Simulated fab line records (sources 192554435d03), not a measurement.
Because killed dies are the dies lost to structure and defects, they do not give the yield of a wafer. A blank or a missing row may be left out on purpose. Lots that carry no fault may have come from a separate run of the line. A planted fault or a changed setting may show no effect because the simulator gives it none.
Which of the tools did it?    flow n5 finfet    9 lots, 25 wafers sampled, at 5 steps of a route of 1938

WHAT THE GAUGES READ, wafer by wafer
N5_FIN_SAQP_OCD_MEAS_76.
lot   measured     on      trench depth nm (nm)
L709  day 2 16:08  ocd-01  121.0 117.5 119.5
L715  day 4 02:26  ocd-01  121.8 120.3
L722  day 5 22:10  ocd-02  0.5 0 0
L723  day 6 03:13  ocd-01  0.1 0 0
L724  day 6 09:29  ocd-02  0.4 0.1 0.3
L727  day 7 04:04  ocd-02  120.3 117.8
L728  day 7 12:23  ocd-01  120.4 118.3 119.9
L729  day 7 17:14  ocd-01  121.2 120.0 121.1
L730  day 7 20:44  ocd-02  121.2 119.7 119.2

EACH LOT AND THE TOOL THAT RAN IT (in order: tool; ch and the chambers of the sampled wafers; start)
lot   N5_FIN_SAQP_ETCH_69                N5_FIN_SAQP_SPACER2_ETCHBACK_29    N5_FIN_SAQP_MANDREL2_REMOVE_60   N5_FIN_SAQP_FIN_ETCH_36
L709  rie diel-01 ch 0,2, day 2 14:23    rie diel-06 ch 0,2, day 2 15:20    rie si-04 ch 0,1,2, day 2 15:25  rie si-05 ch 0,1,2, day 2 15:55
L715  rie diel-06 ch 0,1, day 4 00:54    rie diel-06 ch 0,1, day 4 01:41    rie si-03 ch 2, day 4 01:46      rie si-05 ch 1, day 4 02:13
L722  rie diel-06 ch 0,2, day 5 20:46    rie diel-06 ch 1,2, day 5 21:25    rie si-04 ch 0,1,3, day 5 21:31  rie si-03 ch 1,2,3, day 5 21:57
L723  rie diel-01 ch 0,2,3, day 6 01:48  rie diel-03 ch 1,3, day 6 02:26    rie si-03 ch 0,3, day 6 02:31    rie si-05 ch 1,3, day 6 02:59
L724  rie diel-06 ch 0,1, day 6 07:56    rie diel-06 ch 1,3, day 6 08:34    rie si-03 ch 1,2, day 6 08:39    rie si-05 ch 0,1,3, day 6 09:16
L727  rie diel-01 ch 3, day 7 02:29      rie diel-01 ch 1,3, day 7 03:19    rie si-03 ch 0,1, day 7 03:24    rie si-05 ch 1,2, day 7 03:51
L728  rie diel-01 ch 0,1,3, day 7 08:10  rie diel-06 ch 0,2,3, day 7 11:39  rie si-03 ch 2,3, day 7 11:42    rie si-05 ch 0,1,2, day 7 12:09
L729  rie diel-01 ch 0,2, day 7 15:47    rie diel-06 ch 0,2,3, day 7 16:27  rie si-04 ch 1,2, day 7 16:32    rie si-05 ch 1,3, day 7 17:01
L730  rie diel-01 ch 0,2,3, day 7 19:20  rie diel-03 ch 0,1, day 7 19:59    rie si-03 ch 0,1,3, day 7 20:04  rie si-05 ch 1,2, day 7 20:31
- N5_FIN_SAQP_ETCH_69: etches SOC in N2/H2, stops on SiNx, target depth 150 nm.
- N5_FIN_SAQP_SPACER2_ETCHBACK_29: etches SiO2 in CHF3/O2, target depth 12.2 nm, time 6.1 s.
- N5_FIN_SAQP_MANDREL2_REMOVE_60: chemistry HBr/Cl2/O2, target a-Si, stops on SiNx, bt time 10 s.
- N5_FIN_SAQP_FIN_ETCH_36: etches the open film in HBr/Cl2/O2, target depth 120 nm, time 50.4 s.

THE ANSWER, worked out from the rows above alone
Rule: what is usual is taken from the lots themselves. The widest of any qualifying gaps counts: lots, ordered by their means at a reading, are off when they make up no more than a third of the lots, leave a main group of 4 or more, and stand apart from it by 3 or more times the standard deviation of that group's means. Not used: any main group whose means are identical at the precision the tables above print for the reading. A lot without any number at a reading at which 4 lots or more have one is off too. The other lots that the step has rows for count as sound.
Off: L722, L723, L724 (N5_FIN_SAQP_OCD_MEAS_76, trench depth nm). For the main group the mean is 120.0 nm and the standard deviation 0.74.
A tool fits if, at a process step before that reading, it ran every lot that is off, and no sound lot after the first of them. The gauges at N5_FIN_SAQP_OCD_MEAS_76 are tried like those tools. None of those tried fits.

WHAT THE SIMULATOR HAD INSERTED
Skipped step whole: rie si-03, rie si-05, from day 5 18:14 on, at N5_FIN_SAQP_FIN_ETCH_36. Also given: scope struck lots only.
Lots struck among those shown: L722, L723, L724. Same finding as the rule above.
